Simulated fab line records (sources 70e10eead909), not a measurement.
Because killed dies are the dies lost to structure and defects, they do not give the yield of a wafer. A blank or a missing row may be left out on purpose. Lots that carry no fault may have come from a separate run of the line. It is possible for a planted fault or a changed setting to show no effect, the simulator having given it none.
What tool caused it? -- flow nand-harc -- 72 wafers from 24 lots sampled at 6 of the route's 1302 steps

== WHAT THE GAUGES SHOWED, per wafer ==
The record holds no reading of a measuring or inspecting step that can be judged against a usual standard deviation.

== TOOL THAT RAN EACH LOT (tool first, then ch and the chambers of the sampled wafers, then the start) ==
lot,NHARC_A_CHANNEL_HOLE_D1_DEP_00,NHARC_A_CHANNEL_HOLE_D1_ETCH_21,NHARC_A_CHANNEL_HOLE_D1_ETCH_33,NHARC_A_CHANNEL_HOLE_D1_XSEM_31,NHARC_A_CHANNEL_FILL_D1_ALD_14,NHARC_A_CHANNEL_FILL_D1_ALD_25
L074,"acl-dep-02 ch 0, day 8 02:37","har-etch-02 ch 0,1, day 8 07:04","har-etch-02 ch 0,1, day 8 10:37","xsem-01 ch 0, day 8 12:15","ald-hk-04 ch 0,2,3, day 8 20:21","ald-hk-01 ch 0,2,3, day 10 03:02"
L076,"acl-dep-01 ch 0, day 8 18:01","har-etch-02 ch 0,1, day 8 23:28","har-etch-02 ch 0,1, day 9 03:00","xsem-02 ch 0, day 9 04:38","ald-hk-01 ch 0,1,2, day 9 12:22","ald-hk-04 ch 1,2,3, day 10 18:04"
L075,"acl-dep-02 ch 0, day 8 19:11","har-etch-01 ch 0,1, day 8 23:08","har-etch-01 ch 0,1, day 9 02:35","xsem-01 ch 0, day 9 04:11","ald-hk-01 ch 1,3, day 9 12:37","ald-hk-02 ch 2,3, day 10 18:02"
L078,"acl-dep-01 ch 0, day 9 15:47","har-etch-02 ch 0,1, day 10 02:27","har-etch-02 ch 0,1, day 10 06:00","xsem-02 ch 0, day 10 07:37","ald-hk-04 ch 1,2,3, day 10 15:01","ald-hk-02 ch 0,1,3, day 12 03:25"
L077,"acl-dep-02 ch 0, day 9 16:05","har-etch-01 ch 0,1, day 9 22:40","har-etch-01 ch 0,1, day 10 02:07","xsem-01 ch 0, day 10 03:41","ald-hk-01 ch 2,3, day 10 11:13","ald-hk-04 ch 0,1,2, day 11 18:02"
L079,"acl-dep-01 ch 0, day 10 08:13","har-etch-02 ch 0,1, day 10 12:35","har-etch-02 ch 0,1, day 10 16:05","xsem-02 ch 0, day 10 17:40","ald-hk-04 ch 0,1,3, day 11 01:04","ald-hk-02 ch 0,2,3, day 12 06:38"
L080,"acl-dep-03 ch 0, day 10 21:31","har-etch-02 ch 0,1, day 11 01:56","har-etch-02 ch 0,1, day 11 05:29","xsem-02 ch 0, day 11 07:07","ald-hk-02 ch 0,1,3, day 11 14:29","ald-hk-02 ch 0,1,3, day 12 21:10"
L081,"acl-dep-01 ch 0, day 11 04:51","har-etch-01 ch 0,1, day 11 08:47","har-etch-01 ch 0,1, day 11 12:15","xsem-01 ch 0, day 11 13:58","ald-hk-01 ch 0,1,3, day 11 21:21","ald-hk-04 ch 1,2, day 13 07:01"
L082,"acl-dep-03 ch 0, day 11 21:59","har-etch-01 ch 0,1, day 12 01:50","har-etch-01 ch 0,1, day 12 05:18","xsem-01 ch 0, day 12 06:54","ald-hk-01 ch 0,2,3, day 12 15:41","ald-hk-01 ch 0,3, day 14 04:33"
L083,"acl-dep-02 ch 0, day 12 04:05","har-etch-02 ch 0,1, day 12 08:13","har-etch-02 ch 0,1, day 12 11:46","xsem-02 ch 0, day 12 13:23","ald-hk-01 ch 0,1,2, day 12 20:44","ald-hk-04 ch 0,2,3, day 14 04:33"
L084,"acl-dep-03 ch 0, day 12 10:55","har-etch-02 ch 0,1, day 12 16:25","har-etch-02 ch 0,1, day 12 19:50","xsem-01 ch 0, day 12 21:23","ald-hk-02 ch 0,1,2, day 13 08:04","ald-hk-04 ch 0,1, day 14 13:44"
L085,"acl-dep-01 ch 0, day 12 23:40","har-etch-01 ch 0,1, day 13 04:11","har-etch-01 ch 0,1, day 13 07:43","xsem-02 ch 0, day 13 09:21","ald-hk-04 ch 0,3, day 13 16:40","ald-hk-04 ch 0,1,2, day 14 22:39"
L086,"acl-dep-02 ch 0, day 13 09:31","har-etch-02 ch 1, day 13 14:43","har-etch-02 ch 1, day 13 21:33","xsem-01 ch 0, day 13 23:11","ald-hk-02 ch 0,1, day 14 06:57","ald-hk-04 ch 0,1,3, day 15 16:01"
L087,"acl-dep-01 ch 0, day 13 23:16","har-etch-01 ch 0,1, day 14 05:44","har-etch-01 ch 0,1, day 14 09:16","xsem-02 ch 0, day 14 11:01","ald-hk-01 ch 0,3, day 14 18:21","ald-hk-01 ch 2,3, day 16 01:10"
L088,"acl-dep-03 ch 0, day 14 15:38","har-etch-02 ch 0,1, day 14 20:10","har-etch-02 ch 0,1, day 14 23:41","xsem-01 ch 0, day 15 01:19","ald-hk-04 ch 1,2,3, day 15 08:40","ald-hk-01 ch 0,2,3, day 16 15:04"
L089,"acl-dep-02 ch 0, day 14 17:05","har-etch-01 ch 0,1, day 14 21:32","har-etch-01 ch 0,1, day 15 00:56","xsem-02 ch 0, day 15 02:29","ald-hk-02 ch 0,1,2, day 15 08:44","ald-hk-02 ch 2,3, day 16 15:03"
L090,"acl-dep-01 ch 0, day 15 01:29","har-etch-01 ch 0,1, day 15 05:17","har-etch-01 ch 0,1, day 15 08:46","xsem-02 ch 0, day 15 10:20","ald-hk-01 ch 0,2, day 15 17:37","ald-hk-02 ch 0,1,3, day 16 23:01"
L091,"acl-dep-02 ch 0, day 15 12:39","har-etch-02 ch 0,1, day 15 20:02","har-etch-02 ch 0,1, day 15 23:33","xsem-02 ch 0, day 16 01:10","ald-hk-01 ch 1,3, day 16 08:32","ald-hk-01 ch 1,2,3, day 17 15:10"
L092,"acl-dep-01 ch 0, day 15 23:00","har-etch-02 ch 0,1, day 16 02:57","har-etch-02 ch 0,1, day 16 06:26","xsem-02 ch 0, day 16 08:00","ald-hk-04 ch 2,3, day 16 15:19","ald-hk-02 ch 0,2, day 17 20:28"
L093,"acl-dep-02 ch 0, day 16 20:17","har-etch-01 ch 0,1, day 17 00:13","har-etch-01 ch 0,1, day 17 03:42","xsem-01 ch 0, day 17 05:16","ald-hk-04 ch 1,2, day 17 12:35","ald-hk-02 ch 1,3, day 18 17:58"
L094,"acl-dep-01 ch 0, day 17 04:41","har-etch-02 ch 0,1, day 17 15:04","har-etch-02 ch 0,1, day 17 18:38","xsem-02 ch 0, day 17 20:17","ald-hk-01 ch 2,3, day 18 03:32","ald-hk-02 ch 1,2, day 19 08:42"
L095,"acl-dep-02 ch 0, day 18 01:26","har-etch-01 ch 0,1, day 18 05:07","har-etch-01 ch 0,1, day 18 08:34","xsem-01 ch 0, day 18 10:08","ald-hk-01 ch 0,2,3, day 18 17:32","ald-hk-02 ch 1,2, day 19 22:38"
L096,"acl-dep-02 ch 0, day 18 04:07","har-etch-02 ch 0,1, day 18 08:07","har-etch-02 ch 0,1, day 18 11:41","xsem-02 ch 0, day 18 13:19","ald-hk-04 ch 0,1, day 18 20:39","ald-hk-01 ch 0,2,3, day 19 23:52"
L097,"acl-dep-01 ch 0, day 18 04:37","har-etch-01 ch 0,1, day 18 09:16","har-etch-01 ch 0,1, day 18 12:44","xsem-01 ch 0, day 18 14:19","ald-hk-04 ch 1,2,3, day 18 20:52","ald-hk-04 ch 1,3, day 19 23:15"
- NHARC_A_CHANNEL_HOLE_D1_DEP_00: deposits aC, target thk 3100 nm.
- NHARC_A_CHANNEL_HOLE_D1_ETCH_21: etches the open film in C4F8/O2/Ar, time 514.3 s, target depth 1600 nm.
- NHARC_A_CHANNEL_HOLE_D1_ETCH_33: etches the open film in C4F8/O2/Ar, time 90 s, target depth 400 nm.
- NHARC_A_CHANNEL_HOLE_D1_XSEM_31
- NHARC_A_CHANNEL_FILL_D1_ALD_14: deposits SiO2, target thk 2.5 nm, pulse time 10 s, ald cycles 25.
- NHARC_A_CHANNEL_FILL_D1_ALD_25: deposits SiOx, target thk 60 nm, pulse time 10 s, ald cycles 600.

== AS READ BY THE TOOLS THEMSELVES (means over the sampled wafers that have a number; for cases with no such wafer, the mark the record gives instead) ==
NHARC_A_CHANNEL_HOLE_D1_DEP_00. Usual: 34.999 % for throttle-valve-pct, sd 0.0091.
lot,tool,throttle-valve-pct (%),flag
L074,acl-dep-02,34.993,
L076,acl-dep-01,34.994,
L075,acl-dep-02,35.001,
L078,acl-dep-01,34.999,
L077,acl-dep-02,34.996,
L079,acl-dep-01,34.997,
L080,acl-dep-03,34.992,
L081,acl-dep-01,34.990,
L082,acl-dep-03,35.008,
L083,acl-dep-02,35.006,
L084,acl-dep-03,35.001,
L085,acl-dep-01,35.001,
L086,acl-dep-02,35.002,
L087,acl-dep-01,34.996,
L088,acl-dep-03,34.994,
L089,acl-dep-02,35.002,
L090,acl-dep-01,34.996,
L091,acl-dep-02,34.996,
L092,acl-dep-01,35.000,
L093,acl-dep-02,35.002,
L094,acl-dep-01,34.997,
L095,acl-dep-02,35.011,
L096,acl-dep-02,34.997,
L097,acl-dep-01,35.004,

NHARC_A_CHANNEL_HOLE_D1_ETCH_21. Usual: drypump-motor-current-A 6.0 A, standard deviation 0.6; mfc-ar-sccm 375.0 sccm, standard deviation 1.1; showerhead-plenum-p-Torr 3.67 Torr, standard deviation 0.13; throttle-valve-pct 32.155 %, standard deviation 0.0096.
lot,tool,drypump-motor-current-A (A),mfc-ar-sccm (sccm),showerhead-plenum-p-Torr (Torr),throttle-valve-pct (%),flag
L074,har-etch-02,6.5,375.1,3.62,32.158,
L076,har-etch-02,6.3,374.1,3.52,32.155,
L075,har-etch-01,5.4,375.2,3.73,32.148,
L078,har-etch-02,6.3,373.8,3.51,32.155,
L077,har-etch-01,5.7,375.0,3.73,32.162,
L079,har-etch-02,6.3,375.3,3.51,32.153,
L080,har-etch-02,6.2,375.1,3.51,32.148,
L081,har-etch-01,5.3,375.8,3.72,32.161,
L082,har-etch-01,5.3,374.8,3.71,32.153,
L083,har-etch-02,6.5,375.8,3.59,32.157,
L084,har-etch-02,6.3,375.9,3.49,32.152,
L085,har-etch-01,5.7,374.6,3.70,32.157,
L086,har-etch-02,6.7,374.2,3.68,32.152,
L087,har-etch-01,5.4,375.2,3.69,32.141,
L088,har-etch-02,6.5,375.4,3.76,32.152,
L089,har-etch-01,5.3,373.3,3.69,32.146,
L090,har-etch-01,5.4,375.8,3.69,32.150,
L091,har-etch-02,6.5,375.9,3.75,32.158,
L092,har-etch-02,6.3,375.4,3.83,32.160,
L093,har-etch-01,5.7,374.4,3.68,32.157,
L094,har-etch-02,6.3,376.3,3.82,32.156,
L095,har-etch-01,5.3,375.3,3.66,32.165,
L096,har-etch-02,6.5,375.1,3.74,32.160,
L097,har-etch-01,5.6,375.0,3.66,32.160,

NHARC_A_CHANNEL_HOLE_D1_ETCH_33. Usual: bias-v 399 V, standard deviation 4; drypump-motor-current-A 6.0 A, standard deviation 0.6; mfc-ar-sccm 375.1 sccm, standard deviation 1.2; showerhead-plenum-p-Torr 3.71 Torr, standard deviation 0.13; throttle-valve-pct 27.620 %, standard deviation 0.0086.
lot,tool,bias-v (V),drypump-motor-current-A (A),mfc-ar-sccm (sccm),showerhead-plenum-p-Torr (Torr),throttle-valve-pct (%),flag
L074,har-etch-02,395,6.5,373.7,3.66,27.621,
L076,har-etch-02,402,6.3,376.1,3.55,27.622,
L075,har-etch-01,399,5.4,374.4,3.77,27.616,
L078,har-etch-02,400,6.2,376.1,3.54,27.617,
L077,har-etch-01,397,5.7,374.7,3.77,27.616,
L079,har-etch-02,402,6.3,374.6,3.54,27.621,
L080,har-etch-02,405,6.3,375.0,3.53,27.620,
L081,har-etch-01,397,5.4,374.8,3.76,27.619,
L082,har-etch-01,400,5.4,375.4,3.75,27.606,
L083,har-etch-02,397,6.5,375.9,3.63,27.617,
L084,har-etch-02,397,6.3,374.8,3.52,27.619,
L085,har-etch-01,399,5.7,375.9,3.74,27.625,
L086,har-etch-02,403,6.7,374.8,3.72,27.620,
L087,har-etch-01,400,5.4,376.1,3.73,27.618,
L088,har-etch-02,400,6.5,375.3,3.80,27.631,
L089,har-etch-01,397,5.3,374.9,3.73,27.620,
L090,har-etch-01,397,5.4,374.9,3.72,27.622,
L091,har-etch-02,402,6.5,374.8,3.79,27.615,
L092,har-etch-02,405,6.3,374.8,3.88,27.618,
L093,har-etch-01,395,5.7,376.3,3.71,27.622,
L094,har-etch-02,395,6.3,375.5,3.87,27.614,
L095,har-etch-01,403,5.4,374.1,3.70,27.622,
L096,har-etch-02,398,6.5,375.3,3.77,27.622,
L097,har-etch-01,399,5.7,375.1,3.70,27.623,

NHARC_A_CHANNEL_HOLE_D1_XSEM_31. Usual: bot-cd-nm 75.1 nm, standard deviation 1.4; bow-nm 8.57 nm, standard deviation 0.29; tilt-deg 0.09 degrees, standard deviation 0.051.
lot,tool,bot-cd-nm (nm),bow-nm (nm),tilt-deg (degrees),flag
L074,xsem-01,75.6,8.29,0.24,
L076,xsem-02,73.7,8.82,0.04,
L075,xsem-01,73.1,8.65,0.11,
L078,xsem-02,76.3,8.68,0.11,
L077,xsem-01,75.8,8.80,0.11,
L079,xsem-02,76.4,8.91,0.07,
L080,xsem-02,74.9,8.48,0.12,
L081,xsem-01,74.8,8.32,0.07,
L082,xsem-01,75.4,8.00,0.02,
L083,xsem-02,74.3,8.34,0.11,
L084,xsem-01,74.3,8.25,0.05,
L085,xsem-02,74.1,8.54,0.08,
L086,xsem-01,75.2,8.56,0.16,
L087,xsem-02,75.1,8.75,0.08,
L088,xsem-01,77.2,8.41,0.09,
L089,xsem-02,74.9,8.59,0.08,
L090,xsem-02,75.2,8.61,0.02,
L091,xsem-02,75.0,8.88,-0.02,
L092,xsem-02,74.8,8.61,0.04,
L093,xsem-01,74.9,8.80,0.15,
L094,xsem-02,75.3,8.35,0.07,
L095,xsem-01,76.6,9.01,0.08,
L096,xsem-02,75.4,7.95,0.07,
L097,xsem-01,75.8,9.08,0.11,

NHARC_A_CHANNEL_FILL_D1_ALD_14. Usual: heater-power-w 492 W, standard deviation 36; precursor-pulse-height-rel 0.997, standard deviation 0.02.
lot,tool,heater-power-w (W),precursor-pulse-height-rel,flag
L074,ald-hk-04,529,1.005,
L076,ald-hk-01,500,0.974,
L075,ald-hk-01,479,1.019,
L078,ald-hk-04,524,1.001,
L077,ald-hk-01,485,0.984,
L079,ald-hk-04,511,1.003,
L080,ald-hk-02,481,0.987,
L081,ald-hk-01,487,1.006,
L082,ald-hk-01,481,0.988,
L083,ald-hk-01,504,0.993,
L084,ald-hk-02,473,1.006,
L085,ald-hk-04,483,0.985,
L086,ald-hk-02,471,0.989,
L087,ald-hk-01,487,0.993,
L088,ald-hk-04,512,0.994,
L089,ald-hk-02,476,1.000,
L090,ald-hk-01,511,0.997,
L091,ald-hk-01,459,1.010,
L092,ald-hk-04,530,1.009,
L093,ald-hk-04,523,0.992,
L094,ald-hk-01,465,1.015,
L095,ald-hk-01,488,0.999,
L096,ald-hk-04,467,0.999,
L097,ald-hk-04,509,0.994,

NHARC_A_CHANNEL_FILL_D1_ALD_25. Usual: heater-power-w 479 W, standard deviation 41; precursor-pulse-height-rel 1.001, standard deviation 0.019.
lot,tool,heater-power-w (W),precursor-pulse-height-rel,flag
L074,ald-hk-01,487,0.984,
L076,ald-hk-04,530,1.012,
L075,ald-hk-02,451,1.019,
L078,ald-hk-02,481,0.996,
L077,ald-hk-04,485,0.995,
L079,ald-hk-02,478,0.990,
L080,ald-hk-02,487,1.016,
L081,ald-hk-04,506,0.991,
L082,ald-hk-01,459,1.007,
L083,ald-hk-04,508,1.003,
L084,ald-hk-04,464,1.015,
L085,ald-hk-04,485,0.990,
L086,ald-hk-04,483,0.993,
L087,ald-hk-01,492,0.995,
L088,ald-hk-01,485,1.004,
L089,ald-hk-02,424,1.000,
L090,ald-hk-02,459,1.003,
L091,ald-hk-01,471,0.999,
L092,ald-hk-02,494,1.006,
L093,ald-hk-02,434,0.989,
L094,ald-hk-02,423,1.015,
L095,ald-hk-02,429,1.005,
L096,ald-hk-01,488,1.012,
L097,ald-hk-04,523,1.012,

== THE ANSWER, worked out from the rows above alone ==
Rule: a lot counts as off when the mean over its wafers that have a number is more than 3 standard deviations away from the usual mean. A lot without any number at a reading at which 4 lots or more have one is off too. Where the step has rows for the other lots, those lots are counted as sound. First the gauges in route order, then the tools' own readings, where a lot's mean is used as printed above. The first step at which some lot is off is used, and at that step the reading that is off furthest; a lot without a number counts as furthest.
Across all readings shown, no lot is off: no conclusion can be drawn from this.

== WHAT THE SIMULATOR HAD PUT IN ==
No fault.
